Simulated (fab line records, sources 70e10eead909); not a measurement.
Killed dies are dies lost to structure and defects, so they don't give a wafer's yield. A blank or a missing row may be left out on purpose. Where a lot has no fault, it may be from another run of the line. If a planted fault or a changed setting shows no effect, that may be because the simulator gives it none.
fab line records	flow nand-harc
record: lots: 13	wafers: 39	last-day: 25
route steps=1159 shown P_BONDPAD@365 A_SOURCE_PLATE@420 A_ONON_D1@428 END@1159
lots untouched by any fault: they come from a run of this same line in which no faults occurred
start-h: the number of hours between the record's first day and the start of the first shown wafer of the lot	wait-h: time in hours since the lot's previous step	" same as the row above	L1.1+2: several wafers, shown together as one row	- either no value or no given start	* or withheld: withheld	< > ~ a bound
route shown NAME@n: NAME is a module with steps in the file, n the number in the route of the first one	usual: mean and standard deviation over wafers with no fault	same: alike in all rows	chamber/n: place in a boat	sites: per-site readings	_std_site: how widely they spread, as a standard deviation	_edge_site: mean of outer sites minus mean of inner sites	radius-mm: for every site, how far away it sits from the centre of the wafer	mask NAME#n: copy n	behind: the tool/chamber that last shaped the wafer	hold: why the lot was held/for how many hours/how that ended	device: names the non-switching transistor (n, p or np)	end of line: the route-end tests of the same wafers	for a step that has no rows: nothing shown but its recipe	killed: count of dies lost to structure and defects at first sort (not the wafer's yield)	map: per-die view of a wafer (x killed, . not killed, _ where there is no die)
set.NAME: setting as actually run; set.NAME@STEP: the setting as run at that earlier step	model.NAME: the simulator's own value behind a step, which no gauge read
the route's steps for a sample of lots (tables are steps, rows are wafers)
services: a tool's chamber out of use, with start hour (start-h, from the record's first day; less than 0 if before it), hours out, and reason
== steps ==
step: NHARC_P_BONDPAD_OVL_MEAS_38
usual: overlay-x-nm: -1/6.1	overlay-y-nm: 0/7
lot.wafer	tool	chamber	start-h	wait-h	overlay-x-nm	overlay-y-nm
L318.4	overlay-02	-	134.65	-	1	-14
L318.5	"	-	"	"	1	-15
L318.6	"	-	"	"	1	-15
L317.1	overlay-01	-	139.49	-	1	3
L317.2	"	-	"	"	2	2
L317.6	"	-	"	"	1	1
L320.2	overlay-02	-	152.64	-	0	-6
L320.4	"	-	"	"	0	-7
L320.5	"	-	"	"	0	-6
L322.4	overlay-02	-	163.39	-	3	-2
L322.5	"	-	"	"	3	-2
L322.6	"	-	"	"	2	-2
L323.1	overlay-01	-	172.81	-	-6	1
L323.3	"	-	"	"	-6	2
L323.6	"	-	"	"	-6	2
L324.1	overlay-02	-	174.04	-	-2	-2
L324.2	"	-	"	"	-2	-2
L324.4	"	-	"	"	-2	-1
L325.1	overlay-01	-	187.47	-	7	6
L325.2	"	-	"	"	6	6
L325.3	"	-	"	"	6	6
L328.3	overlay-02	-	206.01	-	-5	0
L328.4	"	-	"	"	-6	0
L328.5	"	-	"	"	-5	-1
L329.1	overlay-02	-	206.73	-	4	7
L329.2	"	-	"	"	4	8
L329.6	"	-	"	"	5	7
L333.1	overlay-02	-	233.52	-	-7	1
L333.4	"	-	"	"	-7	1
L333.5	"	-	"	"	-7	1
L334.1	overlay-02	-	240.05	-	10	17
L334.3	"	-	"	"	10	16
L334.5	"	-	"	"	10	16
L335.2	overlay-01	-	249.00	-	-4	-8
L335.3	"	-	"	"	-3	-7
L335.6	"	-	"	"	-4	-7
L336.2	overlay-02	-	249.64	-	-7	-9
L336.4	"	-	"	"	-8	-9
L336.5	"	-	"	"	-7	-9
step: NHARC_P_BONDPAD_ACTIVATE_29
recipe: time-s: 60	n2-flow-sccm: 200	ar-flow-sccm: 0	bias-power-w: 0	chemistry: N2
usual: drypump-motor-current-A: 5.63/0.3	mfc-ar-sccm: 0.013/0.01	oes-product-au: 1.002/0.011	rf-vpp-V: 64.3/0.83	showerhead-plenum-p-Torr: 1.81/0.054
lot.wafer	tool	chamber	start-h	wait-h	drypump-motor-current-A	mfc-ar-sccm	oes-product-au	rf-hours-counter-h	rf-vpp-V	showerhead-plenum-p-Torr
L318.4	rie-diel-11	2	137.55	0.1	6.02	0	0.995	41	63.6	1.84
L318.6	"	1	"	"	5.34	0	1.000	-	64.4	1.69
L318.5	"	2	"	"	6.05	0	0.995	-	63.8	1.84
L317.1	rie-diel-11	0	142.43	0.1	5.99	0.001	1.009	42	64.9	1.78
L317.2	"	1	"	"	5.33	0	0.985	41	62.0	1.69
L317.6	"	0	"	"	6.01	0.001	1.009	-	64.4	1.78
L320.2	rie-diel-11	3	155.40	0.1	5.01	0.011	0.996	48	64.2	1.76
L320.4	"	0	"	"	5.98	0.001	1.009	45	63.1	1.78
L320.5	"	3	"	"	5.01	0.011	0.998	-	64.8	1.76
L322.4	rie-diel-11	1	166.19	0.1	5.33	0	0.993	49	64.1	1.69
L322.6	"	2	"	"	6.04	0	0.991	-	64.8	1.83
L322.5	"	3	"	"	5.01	0.011	0.993	-	63.0	1.76
L323.3	rie-diel-10	0	175.56	0.1	5.68	0.021	1.021	15	65.1	1.80
L323.1	"	1	"	"	5.41	0.020	1.005	15	63.4	1.79
L323.6	"	3	"	"	5.89	0.028	1.010	-	64.0	1.90
L324.4	rie-diel-04	3	176.87	0.1	6.06	0	1.017	23	64.1	1.77
L324.1	"	0	"	"	5.77	0.013	0.991	22	65.6	1.84
L324.2	"	1	"	"	5.17	0.023	1.000	21	65.4	1.86
L325.2	rie-diel-04	1	190.19	0.1	5.17	0.023	0.994	24	64.2	1.86
L325.1	"	3	"	"	6.06	0	1.013	26	64.9	1.77
L325.3	"	0	"	"	5.74	0.013	1.003	26	65.9	1.84
L328.4	rie-diel-04	0	208.78	0.1	5.74	0.013	1.000	34	65.6	1.84
L328.3	"	3	"	"	6.06	0	1.020	35	63.3	1.76
L328.5	"	0	"	"	5.75	0.013	0.991	-	64.9	1.84
L329.2	rie-diel-04	2	209.81	0.1	5.60	0	1.015	31	65.2	1.85
L329.1	"	1	"	"	5.18	0.023	1.003	32	65.0	1.86
L329.6	"	3	"	"	6.05	0	1.021	-	64.0	1.76
L333.4	rie-diel-10	1	236.35	0.1	5.41	0.020	0.994	5	62.9	1.79
L333.1	"	2	"	"	5.55	0.013	1.009	5	64.7	1.79
L333.5	"	3	"	"	5.89	0.028	0.994	-	64.8	1.90
L334.3	rie-diel-11	1	242.98	0.1	5.33	0	0.998	14	62.9	1.68
L334.1	"	2	"	"	6.02	0	1.008	15	64.9	1.83
L334.5	"	1	"	"	5.37	0	0.996	-	63.6	1.68
L335.2	rie-diel-04	2	251.93	0.1	5.63	0	1.006	46	64.4	1.85
L335.3	"	3	"	"	6.05	0	1.005	50	65.0	1.76
L335.6	"	1	"	"	5.18	0.023	0.992	-	64.8	1.85
L336.4	rie-diel-10	2	252.72	0.1	5.58	0.013	1.012	8	64.0	1.79
L336.2	"	3	"	"	5.86	0.028	0.994	8	65.1	1.90
L336.5	"	2	"	"	5.58	0.013	1.005	-	64.7	1.79
step: NHARC_A_SOURCE_PLATE_THK_MEAS_06
recipe: thk-meas-gauge: ellipsometry
usual: thk-nm: 200.2/2.1
lot.wafer	tool	chamber	start-h	wait-h	thk-nm
L318.4	film-metro-01	-	158.49	0.4	203.0
L318.5	"	-	"	"	201.9
L318.6	"	-	"	"	205.2
L317.1	film-metro-02	-	166.50	0.4	200.6
L317.2	"	-	"	"	200.4
L317.6	"	-	"	"	198.7
L320.2	film-metro-01	-	179.12	0.4	198.7
L320.4	"	-	"	"	198.7
L320.5	"	-	"	"	202.2
L322.4	film-metro-02	-	189.31	0.4	199.8
L322.5	"	-	"	"	196.4
L322.6	"	-	"	"	200.3
L323.1	film-metro-02	-	198.49	0.4	202.3
L323.3	"	-	"	"	203.9
L323.6	"	-	"	"	202.9
L324.1	film-metro-01	-	198.49	0.4	199.7
L324.2	"	-	"	"	200.6
L324.4	"	-	"	"	199.4
L325.1	film-metro-02	-	212.73	0.4	199.0
L325.2	"	-	"	"	198.7
L325.3	"	-	"	"	200.0
L329.1	film-metro-02	-	231.87	0.4	202.9
L329.2	"	-	"	"	197.3
L329.6	"	-	"	"	202.6
L328.3	film-metro-01	-	231.87	0.4	201.4
L328.4	"	-	"	"	200.9
L328.5	"	-	"	"	200.0
L333.1	film-metro-01	-	261.66	0.4	205.0
L333.4	"	-	"	"	203.9
L333.5	"	-	"	"	204.0
L334.1	film-metro-01	-	266.18	0.4	199.7
L334.3	"	-	"	"	199.7
L334.5	"	-	"	"	198.3
L335.2	film-metro-01	-	277.57	0.4	195.1
L335.3	"	-	"	"	197.4
L335.6	"	-	"	"	195.8
L336.2	film-metro-02	-	277.58	0.4	199.7
L336.4	"	-	"	"	198.9
L336.5	"	-	"	"	201.5
step: NHARC_A_ONON_D1_DEP_06
recipe: target-thk-a: 10000	n2-flow-sccm: 2750	n2o-flow-sccm: 2000	nh3-flow-sccm: 500	sih4-flow-sccm: 210	temp-c: 400
lot.wafer	tool	chamber	start-h	wait-h
L318.4+5+6	pecvd-onon-02	0	160.94	0.7
L317.1+2+6	pecvd-onon-02	0	167.76	0.1
L320.2+4+5	pecvd-onon-03	0	180.49	0.1
L322.4+5+6	pecvd-onon-02	0	190.75	0.2
L323.1+3+6	pecvd-onon-03	0	200.02	0.2
L324.1+2+4	pecvd-onon-02	0	200.02	0.2
L325.1+2+3	pecvd-onon-03	0	214.02	0.1
L329.1+2+6	pecvd-onon-03	0	233.14	0.1
L328.3+4+5	pecvd-onon-01	0	233.28	0.2
L333.1+4+5	pecvd-onon-01	0	263.05	0.1
L334.1+3+5	pecvd-onon-03	0	267.45	0.1
L335.2+3+6	pecvd-onon-03	0	278.90	0.1
L336.2+4+5	pecvd-onon-01	0	278.92	0.1
step: NHARC_A_ONON_D1_THK_MEAS_08
recipe: thk-meas-gauge: ellipsometry
usual: thk-nm: 999/9.4
lot.wafer	tool	chamber	start-h	wait-h	hold	thk-nm
L318.4	film-metro-01	-	161.28	-	-	1005
L318.5	"	-	"	"	-	1005
L318.6	"	-	"	"	-	1006
L317.1	film-metro-01	-	168.27	-	-	1005
L317.2	"	-	"	"	-	1004
L317.6	"	-	"	"	-	1004
L320.2	film-metro-02	-	180.95	-	-	992
L320.4	"	-	"	"	-	989
L320.5	"	-	"	"	-	992
L322.4	film-metro-02	-	191.09	-	-	1006
L322.5	"	-	"	"	-	1007
L322.6	"	-	"	"	-	1007
L323.1	film-metro-01	-	200.53	-	-	998
L323.3	"	-	"	"	-	997
L323.6	"	-	"	"	-	996
L324.1	film-metro-02	-	200.53	-	-	996
L324.2	"	-	"	"	-	994
L324.4	"	-	"	"	-	996
L325.1	film-metro-01	-	214.53	-	-	1004
L325.2	"	-	"	"	-	1004
L325.3	"	-	"	"	-	1001
L329.1	film-metro-01	-	233.64	-	-	1001
L329.2	"	-	"	"	-	1001
L329.6	"	-	"	"	-	1001
L328.3	film-metro-02	-	233.67	-	-	997
L328.4	"	-	"	"	-	997
L328.5	"	-	"	"	-	999
L333.1	film-metro-01	-	263.57	-	-	999
L333.4	"	-	"	"	-	999
L333.5	"	-	"	"	-	998
L334.1	film-metro-01	-	267.96	-	await-dispo/0.2h/release	636
L334.3	"	-	"	"	await-dispo/0.2h/release	634
L334.5	"	-	"	"	await-dispo/0.2h/release	637
L334.1	film-metro-01	-	268.13	0.2	-	636
L334.3	"	-	"	"	-	634
L334.5	"	-	"	"	-	636
L335.2	film-metro-01	-	279.35	-	await-dispo/0.2h/release	617
L335.3	"	-	"	"	await-dispo/0.2h/release	619
L335.6	"	-	"	"	await-dispo/0.2h/release	619
L335.2	film-metro-01	-	279.52	0.2	-	618
L335.3	"	-	"	"	-	620
L335.6	"	-	"	"	-	617
L336.2	film-metro-01	-	279.37	-	-	999
L336.4	"	-	"	"	-	998
L336.5	"	-	"	"	-	999
step: NHARC_END_SORT_01
recipe: temp-c: 25
usual: killed-at-array: 27/8.8	killed-at-other: 0.4/0.82	killed-at-periphery: 3.1/2.1	killed-dies: 31/8.8	killed-open: 3.3/2	killed-short: 2.0/1.4
same: gross-dies: 677
lot.wafer	tool	chamber	start-h	wait-h	killed-at-array	killed-at-other	killed-at-periphery	killed-dies	killed-open	killed-short
L334.1	prober-02	0	553.82	2.5	664	3	10	677	3	4
L334.3	prober-02	0	555.40	3.1	674	0	3	677	2	0
L334.5	prober-02	0	556.98	3.7	670	1	6	677	2	4
L335.2	prober-01	0	594.39	2.8	672	0	5	677	4	0
L335.3	prober-01	0	595.19	3.1	676	0	1	677	6	2
L335.6	prober-01	0	597.57	4.0	674	0	3	677	2	1
killed by level:class
L334.1 A_ONON_D1:area-dep=639 A_CHANNEL_HOLE_D1:chamber-film-flake=17 P_STI:chamber-film-flake=4 P_M0:chamber-film-flake=4 A_STAIRCASE:geometric-particle:open=2 A_STAIRCASE:chamber-film-flake=2 THIN_TSV:chamber-film-flake=2 P_M1:geometric-particle:short=1
L334.3 A_ONON_D1:area-dep=647 A_CHANNEL_HOLE_D1:chamber-film-flake=21 A_STAIRCASE:chamber-film-flake=4 A_CHANNEL_FILL_D1:geometric-particle:open=1 P_STI:chamber-film-flake=1 A_BLC:geometric-particle:open=1 P_GATE:chamber-film-flake=1 P_M0:chamber-film-flake=1
L334.5 A_ONON_D1:area-dep=648 A_CHANNEL_HOLE_D1:chamber-film-flake=16 P_M0:chamber-film-flake=3 P_STI:chamber-film-flake=2 A_ONON_D1:geometric-particle:short=1 A_CONTACT:geometric-particle:open=1 A_CONTACT:geometric-particle:short=1 A_BLC:geometric-particle:short=1
L335.2 A_ONON_D1:area-dep=645 A_SLIT:chamber-film-flake=12 A_CHANNEL_HOLE_D1:chamber-film-flake=5 A_WL_FILL:chamber-film-flake=3 A_CONTACT:chamber-film-flake=3 A_CHANNEL_FILL_D1:geometric-particle:open=2 P_STI:chamber-film-flake=2 A_ONON_D1:geometric-particle:open=1
L335.3 A_ONON_D1:area-dep=650 A_SLIT:chamber-film-flake=11 A_CONTACT:geometric-particle:open=2 A_CHANNEL_HOLE_D1:chamber-film-flake=2 A_STAIRCASE:chamber-film-flake=2 A_SOURCE_PLATE:geometric-particle:short=1 A_ONON_D1:geometric-particle:open=1 A_WL_FILL:geometric-particle:open=1
L335.6 A_ONON_D1:area-dep=643 A_SLIT:chamber-film-flake=14 A_CHANNEL_HOLE_D1:chamber-film-flake=6 A_STAIRCASE:chamber-film-flake=3 A_CONTACT:chamber-film-flake=3 A_CHANNEL_FILL_D1:chamber-film-flake=1 A_CHANNEL_HOLE_D1:geometric-particle:open=1 A_CHANNEL_FILL_D1:geometric-particle:short=1
== services ==
tool	chamber	start-h	hours	kind
rie-diel-11	2	115.21	4.2	repair
rie-diel-11	-	116.17	0.1	repair
rie-diel-11	0	120.78	-	clean
rie-diel-11	1	120.78	-	clean
rie-diel-11	2	120.78	-	clean
rie-diel-11	3	120.78	-	clean
rie-diel-04	0	120.90	-	clean
rie-diel-04	0	120.90	-	consumable-replace:focus-ring
rie-diel-04	1	120.90	-	clean
rie-diel-04	2	120.90	-	clean
rie-diel-04	3	120.90	-	clean
rie-diel-11	0	145.28	-	clean
rie-diel-11	1	145.28	-	clean
rie-diel-11	2	145.28	-	clean
rie-diel-11	3	145.28	-	clean
pecvd-onon-03	-	153.11	13.0	pm
rie-diel-04	2	157.57	3.5	repair
rie-diel-10	-	176.50	9.0	pm
rie-diel-11	-	190.85	9.0	pm
rie-diel-10	-	190.90	0.1	repair
pecvd-onon-01	-	195.00	13.0	pm
rie-diel-10	0	210.45	7.4	repair
rie-diel-11	1	223.95	4.9	repair
pecvd-onon-03	-	246.56	2.9	repair
== key ==
first-sign: step: NHARC_A_ONON_D1_THK_MEAS_08	reading: visit	direction: added
effect: step: NHARC_A_ONON_D1_THK_MEAS_08	reading: thk-nm	direction: down	sigmas: 40	usual: 999	struck: 627
effect: step: NHARC_END_SORT_01	reading: killed-dies	direction: up	sigmas: 73	usual: 31	struck: 677
more-kills-born-at: NHARC_A_ONON_D1_DEP_06@pecvd-onon-03: 3872
met-at NHARC_A_ONON_D1_DEP_06
struck-lots L334,L335
struck-wafers L334.1,L334.3,L334.5,L335.2,L335.3,L335.6
later-rows-left-out L334.1,L334.3,L334.5,L335.2,L335.3,L335.6
tester-left-out L334,L335
not-acting-at NHARC_P_BONDPAD_OVL_MEAS_38,NHARC_P_BONDPAD_ACTIVATE_29,NHARC_A_SOURCE_PLATE_THK_MEAS_06
onset-between 233.14 267.45
fault: kind: process-parameter-drift	tool: pecvd-onon-03	chamber: 0	onset-h: 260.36	steps: NHARC_A_ONON_D1_DEP_06	channel: target-thk-a	offset: *	shape: step	end-h: 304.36	acts-in: *	stated: *
tester-left-out: of these lots the tester's yield and bins aren't shown, on N5 and GAA mostly nor the transistor test; their killed dies are dies lost to structure and defects alone, not to doping, threshold or leakage, so they don't give the yield
later-rows-left-out: the simulator's readings of these wafers behind a module that went badly wrong aren't trusted and aren't shown, but for the sort
